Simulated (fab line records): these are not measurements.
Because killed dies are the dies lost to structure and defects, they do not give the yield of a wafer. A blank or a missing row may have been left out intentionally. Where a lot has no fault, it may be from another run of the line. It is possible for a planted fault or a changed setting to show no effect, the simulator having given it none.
Which tool is to blame?	flow nandHarc	24 lots, 72 wafers sampled, at 6 steps of a route of 1302

## WHAT THE GAUGES READ, wafer by wafer
Not one reading of a measure or inspect step in the record can be checked against a usual standard deviation.

## WHICH TOOL RAN EACH LOT (tool, then ch and the chambers of the sampled wafers, then the start)
lot	NHARC_A_CHANNEL_HOLE_D2_ETCH_16	NHARC_A_CHANNEL_HOLE_D2_ETCH_22	NHARC_A_CHANNEL_FILL_D2_RTA_24	NHARC_A_STAIRCASE_DEP_156	NHARC_A_STAIRCASE_ETCH_170	NHARC_A_STAIRCASE_ETCH_13
L074	rieDiel-02 ch 0,2,3, day 12 20:56 or earlier	harEtch-02 ch 0,1, day 12 20:56	rtpAnneal-02 ch 0, day 15 01:22	pecvd-02 ch 1,2, day 15 01:49	rieDiel-12 ch 0,1, no start	rieDiel-12 ch 0,3, no start
L075	rieDiel-02 ch 0,2,3, day 13 11:18 or earlier	harEtch-02 ch 0,1, day 13 11:18	rtpAnneal-01 ch 0, day 15 16:44	pecvd-02 ch 0,1, day 15 16:58	rieDiel-12 ch 0,2,3, no start	rieDiel-12 ch 0,2,3, no start
L077	rieDiel-02 ch 2,3, day 14 08:16 or earlier	harEtch-02 ch 0,1, day 14 08:16	rtpAnneal-02 ch 0, day 16 13:09	pecvd-01 ch 1,2, day 16 13:26	rieDiel-09 ch 0,1,2, no start	rieDiel-13 ch 1,2,3, no start
L078	rieDiel-05 ch 1,3, day 14 08:34 or earlier	harEtch-01 ch 0,1, day 14 08:34	rtpAnneal-02 ch 0, day 16 13:21	pecvd-02 ch 1,2, day 16 13:35	rieDiel-13 ch 0,1,2, no start	rieDiel-09 ch 2,3, no start
L076	rieDiel-05 ch 0,2,3, day 14 19:16 or earlier	harEtch-01 ch 0,1, day 14 19:16	rtpAnneal-01 ch 0, day 17 08:26	pecvd-03 ch 0,1,2, day 17 08:41	rieDiel-12 ch 0,2,3, no start	rieDiel-09 ch 0,1,2, no start
L079	rieDiel-02 ch 0,2,3, day 15 10:46 or earlier	harEtch-02 ch 0,1, day 15 10:46	rtpAnneal-01 ch 0, day 17 15:34	pecvd-01 ch 0,2, day 17 15:48	rieDiel-12 ch 1,2, no start	rieDiel-09 ch 0,1, no start
L080	rieDiel-07 ch 1,3, day 15 10:48 or earlier	harEtch-01 ch 0,1, day 15 10:48	rtpAnneal-02 ch 0, day 17 19:03	pecvd-03 ch 0,1,2, day 17 19:20	rieDiel-09 ch 0,1,2, no start	rieDiel-13 ch 0,3, no start
L082	rieDiel-02 ch 0,2,3, day 16 11:08 or earlier	harEtch-01 ch 0,1, day 16 11:08	rtpAnneal-02 ch 0, day 18 18:37	pecvd-01 ch 0,2, day 18 18:54	rieDiel-12 ch 0,2, no start	rieDiel-12 ch 0,2,3, no start
L081	rieDiel-02 ch 0,2,3, day 16 15:17 or earlier	harEtch-01 ch 0,1, day 16 15:17	rtpAnneal-01 ch 0, day 18 18:37	pecvd-02 ch 0,2, day 18 18:54	rieDiel-12 ch 0,2, no start	rieDiel-13 ch 0,1,2, no start
L083	rieDiel-07 ch 0,1, day 17 02:10 or earlier	harEtch-01 ch 0,1, day 17 02:10	rtpAnneal-01 ch 0, day 19 07:06	pecvd-02 ch 1,2, day 19 07:31	rieDiel-12 ch 0,2,3, no start	rieDiel-09 ch 0,2,3, no start
L084	rieDiel-07 ch 0,1, day 17 18:15 or earlier	harEtch-02 ch 0, day 17 18:15	rtpAnneal-02 ch 0, day 19 22:22	pecvd-01 ch 1,2, day 19 22:41	rieDiel-12 ch 0,1,3, no start	rieDiel-12 ch 1,2,3, no start
L085	rieDiel-05 ch 0,1, day 17 18:53 or earlier	harEtch-01 ch 0,1, day 17 18:53	rtpAnneal-01 ch 0, day 19 22:23	pecvd-03 ch 0,2, day 19 22:40	rieDiel-12 ch 2,3, no start	rieDiel-09 ch 1,2,3, no start
L086	rieDiel-02 ch 0,1,2, day 18 11:35 or earlier	harEtch-01 ch 0,1, day 18 11:35	rtpAnneal-01 ch 0, day 20 15:47	pecvd-02 ch 0,1, day 20 16:01	rieDiel-12 ch 2,3, no start	rieDiel-12 ch 1,2,3, no start
L087	rieDiel-02 ch 0,1,3, day 18 23:56 or earlier	harEtch-01 ch 0,1, day 18 23:56	rtpAnneal-01 ch 0, day 21 06:34	pecvd-02 ch 0,1,2, day 21 06:47	rieDiel-09 ch 0,1,2, no start	rieDiel-09 ch 0,1,3, no start
L088	rieDiel-05 ch 1,3, day 19 19:41 or earlier	harEtch-02 ch 0,1, day 19 19:41	rtpAnneal-02 ch 0, day 22 00:38	pecvd-03 ch 0,1,2, day 22 00:54	rieDiel-12 ch 0,1,3, no start	rieDiel-09 ch 0,1,2, no start
L089	rieDiel-02 ch 0,1,2, day 19 22:10 or earlier	harEtch-01 ch 0,1, day 19 22:10	rtpAnneal-02 ch 0, day 22 00:25	pecvd-02 ch 0,1, day 22 00:44	rieDiel-12 ch 0,1,2, no start	rieDiel-09 ch 1,2,3, no start
L091	rieDiel-07 ch 1,2,3, day 20 12:53 or earlier	harEtch-02 ch 0,1, day 20 12:53	rtpAnneal-01 ch 0, day 22 20:56	pecvd-03 ch 0,1, day 22 21:14	rieDiel-09 ch 0,1,2, no start	rieDiel-13 ch 1,2,3, no start
L090	rieDiel-05 ch 0,1,2, day 20 14:52 or earlier	harEtch-01 ch 0,1, day 20 14:52	rtpAnneal-02 ch 0, day 22 21:01	pecvd-02 ch 0,1,2, day 22 21:17	rieDiel-09 ch 1,2, no start	rieDiel-09 ch 0,1, no start
L092	rieDiel-02 ch 2,3, day 21 01:34 or earlier	harEtch-01 ch 0,1, day 21 01:34	rtpAnneal-02 ch 0, day 23 06:38	pecvd-01 ch 0,1, day 23 06:54	rieDiel-12 ch 1,3, no start	rieDiel-12 ch 0,1,2, no start
L095	rieDiel-02 ch 2,3, day 21 19:02 or earlier	harEtch-01 ch 0,1, day 21 19:02	rtpAnneal-01 ch 0, day 24 01:35	pecvd-02 ch 0,1, day 24 02:00	rieDiel-09 ch 1,3, no start	rieDiel-12 ch 0,1,3, no start
L094	rieDiel-05 ch 2,3, day 21 23:17 or earlier	harEtch-01 ch 0,1, day 21 23:17	rtpAnneal-01 ch 0, day 24 08:01	pecvd-03 ch 0,2, day 24 08:19	rieDiel-12 ch 1,2, no start	rieDiel-12 ch 0,2,3, no start
L093	rieDiel-02 ch 0,1,2, day 22 07:37 or earlier	harEtch-01 ch 0,1, day 22 07:37	rtpAnneal-02 ch 0, day 24 13:33	pecvd-03 ch 0,1,2, day 24 13:50	rieDiel-12 ch 1,2,3, no start	rieDiel-13 ch 1,2,3, no start
L096	rieDiel-02 ch 2,3, day 22 08:54 or earlier	harEtch-02 ch 0,1, day 22 08:54	rtpAnneal-01 ch 0, day 24 13:35	pecvd-01 ch 0,1,2, day 24 13:50	rieDiel-12 ch 2,3, no start	rieDiel-13 ch 2,3, no start
L097	rieDiel-05 ch 0,1,2, day 22 18:27 or earlier	harEtch-01 ch 0,1, day 22 18:27	rtpAnneal-01 ch 0, day 25 00:07	pecvd-01 ch 1,2, day 25 00:23	rieDiel-12 ch 0,2, no start	rieDiel-09 ch 2,3, no start
- NHARC_A_CHANNEL_HOLE_D2_ETCH_16: etches the open film in O2/COS, target depth 3100 nm, time 806 s.
- NHARC_A_CHANNEL_HOLE_D2_ETCH_22: etches the open film in C4F8/O2/Ar, time 666.7 s, target depth 1600 nm.
- NHARC_A_CHANNEL_FILL_D2_RTA_24: time 5 s.
- NHARC_A_STAIRCASE_DEP_156: deposits SiNx, target thk 50 nm.
- NHARC_A_STAIRCASE_ETCH_170: etches the open film in C4F6/O2, target depth 200 nm, time 66.667 s.
- NHARC_A_STAIRCASE_ETCH_13: etches the open film in C4F8/O2, target depth 100 nm, time 40.5 s.

## AS READ BY THE TOOLS THEMSELVES (means over the sampled wafers that have a number; for cases with no such wafer, the mark the record gives instead)
NHARC_A_CHANNEL_HOLE_D2_ETCH_16. Usual: drypumpMotorCurrentA 5.8 A, standard deviation 0.47; oesProductAu 1.002 a.u., standard deviation 0.0066; rfVppV 314.8 V, standard deviation 1.8; showerheadPlenumPTorr 3.16 Torr, standard deviation 0.11; throttleValvePct 28.329 %, standard deviation 0.0092.
lot	tool	drypumpMotorCurrentA (A)	oesProductAu (a.u.)	rfVppV (V)	showerheadPlenumPTorr (Torr)	throttleValvePct (%)	flag
L074	rieDiel-02	5.6	1.003	315.3	3.17	28.329	
L075	rieDiel-02	5.6	1.006	314.7	3.17	28.328	
L077	rieDiel-02	5.5	1.000	315.6	3.22	28.333	
L078	rieDiel-05	5.9	0.991	316.1	3.27	28.340	
L076	rieDiel-05	5.8	0.994	316.2	3.26	28.338	
L079	rieDiel-02	5.6	0.999	314.3	3.17	28.329	
L080	rieDiel-07	5.8	1.006	314.8	3.13	28.324	
L082	rieDiel-02	5.6	1.012	313.8	3.17	28.327	
L081	rieDiel-02	5.6	0.998	315.9	3.17	28.325	
L083	rieDiel-07	6.1	0.996	313.2	3.06	28.343	
L084	rieDiel-07	5.8	1.001	313.0	3.04	28.337	
L085	rieDiel-05	5.9	1.000	315.6	3.25	28.326	
L086	rieDiel-02	5.9	0.999	313.8	3.08	28.333	
L087	rieDiel-02	6.1	1.002	314.2	3.15	28.338	
L088	rieDiel-05	5.9	1.006	315.9	3.26	28.326	
L089	rieDiel-02	5.9	0.993	313.3	3.08	28.326	
L091	rieDiel-07	5.7	1.002	313.3	3.07	28.328	
L090	rieDiel-05	5.7	1.002	316.1	3.26	28.328	
L092	rieDiel-02	5.5	1.007	316.2	3.22	28.327	
L095	rieDiel-02	5.3	1.010	314.1	3.14	28.332	
L094	rieDiel-05	5.4	0.999	317.9	3.31	28.319	
L093	rieDiel-02	5.9	0.999	312.8	3.08	28.330	
L096	rieDiel-02	5.5	1.011	315.6	3.22	28.325	
L097	rieDiel-05	5.7	0.998	316.5	3.26	28.335	

NHARC_A_CHANNEL_HOLE_D2_ETCH_22. Usual: drypumpMotorCurrentA 6.0 A, standard deviation 0.43; showerheadPlenumPTorr 3.63 Torr, standard deviation 0.15; throttleValvePct 32.154 %, standard deviation 0.0094.
lot	tool	drypumpMotorCurrentA (A)	showerheadPlenumPTorr (Torr)	throttleValvePct (%)	flag
L074	harEtch-02	6.5	3.53	32.165	
L075	harEtch-02	6.5	3.53	32.152	
L077	harEtch-02	6.6	3.50	32.156	
L078	harEtch-01	5.9	3.65	32.158	
L076	harEtch-01	5.7	3.59	32.155	
L079	harEtch-02	6.6	3.50	32.169	
L080	harEtch-01	5.8	3.64	32.157	
L082	harEtch-01	5.7	3.58	32.151	
L081	harEtch-01	5.7	3.57	32.145	
L083	harEtch-01	5.8	3.63	32.153	
L084	harEtch-02	6.7	3.93	32.150	
L085	harEtch-01	5.8	3.62	32.150	
L086	harEtch-01	5.8	3.62	32.155	
L087	harEtch-01	5.8	3.61	32.141	
L088	harEtch-02	6.4	3.91	32.149	
L089	harEtch-01	5.7	3.55	32.154	
L091	harEtch-02	6.6	3.91	32.153	
L090	harEtch-01	5.8	3.60	32.156	
L092	harEtch-01	5.6	3.54	32.161	
L095	harEtch-01	5.7	3.53	32.149	
L094	harEtch-01	5.7	3.53	32.149	
L093	harEtch-01	5.7	3.53	32.167	
L096	harEtch-02	6.4	3.89	32.148	
L097	harEtch-01	5.8	3.58	32.162	

NHARC_A_CHANNEL_FILL_D2_RTA_24. Usual: lampPowerPct 31.9 %, standard deviation 0.41; wafer_temp_C_max 1004.5, standard deviation 1.
lot	tool	lampPowerPct (%)	wafer_temp_C_max	flag
L074	rtpAnneal-02	32.3	1003.8	
L075	rtpAnneal-01	31.5	1005.0	
L077	rtpAnneal-02	32.4	1004.8	
L078	rtpAnneal-02	32.4	1004.3	
L076	rtpAnneal-01	31.5	1003.9	
L079	rtpAnneal-01	31.5	1003.8	
L080	rtpAnneal-02	32.3	1005.2	
L082	rtpAnneal-02	32.4	1004.1	
L081	rtpAnneal-01	31.5	1003.2	
L083	rtpAnneal-01	31.5	1004.7	
L084	rtpAnneal-02	32.3	1003.9	
L085	rtpAnneal-01	31.5	1003.5	
L086	rtpAnneal-01	31.5	1003.6	
L087	rtpAnneal-01	31.5	1005.0	
L088	rtpAnneal-02	32.3	1004.8	
L089	rtpAnneal-02	32.4	1003.6	
L091	rtpAnneal-01	31.5	1005.3	
L090	rtpAnneal-02	32.3	1004.6	
L092	rtpAnneal-02	32.3	1004.6	
L095	rtpAnneal-01	31.5	1005.1	
L094	rtpAnneal-01	31.5	1005.6	
L093	rtpAnneal-02	32.3	1003.9	
L096	rtpAnneal-01	31.5	1005.0	
L097	rtpAnneal-01	31.5	1004.6	

NHARC_A_STAIRCASE_DEP_156. Usual: heaterPowerOuterW 432 W, standard deviation 99; heaterPowerW 734 W, standard deviation 140.
lot	tool	heaterPowerOuterW (W)	heaterPowerW (W)	flag
L074	pecvd-02	342	648	
L075	pecvd-02	364	625	
L077	pecvd-01	530	874	
L078	pecvd-02	307	564	
L076	pecvd-03	356	635	
L079	pecvd-01	452	718	
L080	pecvd-03	403	689	
L082	pecvd-01	456	757	
L081	pecvd-02	526	872	
L083	pecvd-02	355	633	
L084	pecvd-01	461	781	
L085	pecvd-03	328	597	
L086	pecvd-02	413	694	
L087	pecvd-02	399	698	
L088	pecvd-03	403	701	
L089	pecvd-02	513	832	
L091	pecvd-03	361	668	
L090	pecvd-02	429	734	
L092	pecvd-01	460	733	
L095	pecvd-02	493	793	
L094	pecvd-03	305	568	
L093	pecvd-03	385	678	
L096	pecvd-01	481	817	
L097	pecvd-01	529	896	

NHARC_A_STAIRCASE_ETCH_170. Usual: drypumpMotorCurrentA 5.7 A, standard deviation 0.69; oesProductAu 0.975 a.u., standard deviation 0.015; rfVppV 547 V, standard deviation 3.8; showerheadPlenumPTorr 3.93 Torr, standard deviation 0.18; throttleValvePct 26.902 %, standard deviation 0.0086.
lot	tool	drypumpMotorCurrentA (A)	oesProductAu (a.u.)	rfVppV (V)	showerheadPlenumPTorr (Torr)	throttleValvePct (%)	flag
L074	rieDiel-12	4.9	0.990	543	3.74	26.907	
L075	rieDiel-12	5.9	0.993	545	3.85	26.895	
L077	rieDiel-09	5.5	0.971	546	3.85	26.902	
L078	rieDiel-13	5.8	0.985	544	3.80	26.909	
L076	rieDiel-12	5.9	0.984	545	3.85	26.910	
L079	rieDiel-12	5.3	0.967	546	3.84	26.900	
L080	rieDiel-09	5.5	0.934	546	3.84	26.905	
L082	rieDiel-12	5.5	0.981	542	3.68	26.893	
L081	rieDiel-12	6.0	0.962	543	3.71	26.896	
L083	rieDiel-12	5.9	0.987	545	3.84	26.901	
L084	rieDiel-12	5.4	0.992	551	4.08	26.907	
L085	rieDiel-12	6.4	0.987	547	3.87	26.898	
L086	rieDiel-12	6.4	0.974	548	4.00	26.899	
L087	rieDiel-09	5.5	0.982	546	3.83	26.913	
L088	rieDiel-12	5.4	0.981	550	4.07	26.899	
L089	rieDiel-12	5.4	0.980	547	3.94	26.891	
L091	rieDiel-09	5.5	0.953	550	4.02	26.898	
L090	rieDiel-09	5.6	0.980	552	4.13	26.897	
L092	rieDiel-12	5.3	0.986	547	3.94	26.905	
L095	rieDiel-09	6.2	0.956	550	4.09	26.898	
L094	rieDiel-12	5.9	0.976	544	3.77	26.902	
L093	rieDiel-12	5.8	0.983	547	3.89	26.902	
L096	rieDiel-12	6.4	0.963	545	3.85	26.895	
L097	rieDiel-12	5.5	0.978	549	4.04	26.900	

NHARC_A_STAIRCASE_ETCH_13. Usual: oesProductAu 0.944 a.u., standard deviation 0.013; rfVppV 896 V, standard deviation 6.
lot	tool	oesProductAu (a.u.)	rfVppV (V)	flag
L074	rieDiel-12	0.937	893	
L075	rieDiel-12	0.955	893	
L077	rieDiel-13	0.931	895	
L078	rieDiel-09	0.950	899	
L076	rieDiel-09	0.950	893	
L079	rieDiel-09	0.950	889	
L080	rieDiel-13	0.936	898	
L082	rieDiel-12	0.936	893	
L081	rieDiel-13	0.951	891	
L083	rieDiel-09	0.961	897	
L084	rieDiel-12	0.954	896	
L085	rieDiel-09	0.930	894	
L086	rieDiel-12	0.948	895	
L087	rieDiel-09	0.945	893	
L088	rieDiel-09	0.924	899	
L089	rieDiel-09	0.932	902	
L091	rieDiel-13	0.952	895	
L090	rieDiel-09	0.944	903	
L092	rieDiel-12	0.937	896	
L095	rieDiel-12	0.932	901	
L094	rieDiel-12	0.959	898	
L093	rieDiel-13	0.954	894	
L096	rieDiel-13	0.933	897	
L097	rieDiel-09	0.947	898	

## THE ANSWER, worked out from the rows above alone
Rule: a lot is off if the mean of its wafers that have a number lies more than 3 standard deviations from the usual mean. A lot without any number at a reading at which 4 lots or more have one is off too. Any other lot the step has rows for is counted as sound. After the gauges, taken in route order, come the tools' own readings; for these a lot's mean is taken, as printed above. At the first step where some lot is off, the reading lying furthest off is the one used; lots without a number count as furthest.
Across all readings shown, no lot is off: no conclusion can be drawn from this.

## WHAT THE SIMULATOR HAD INSERTED
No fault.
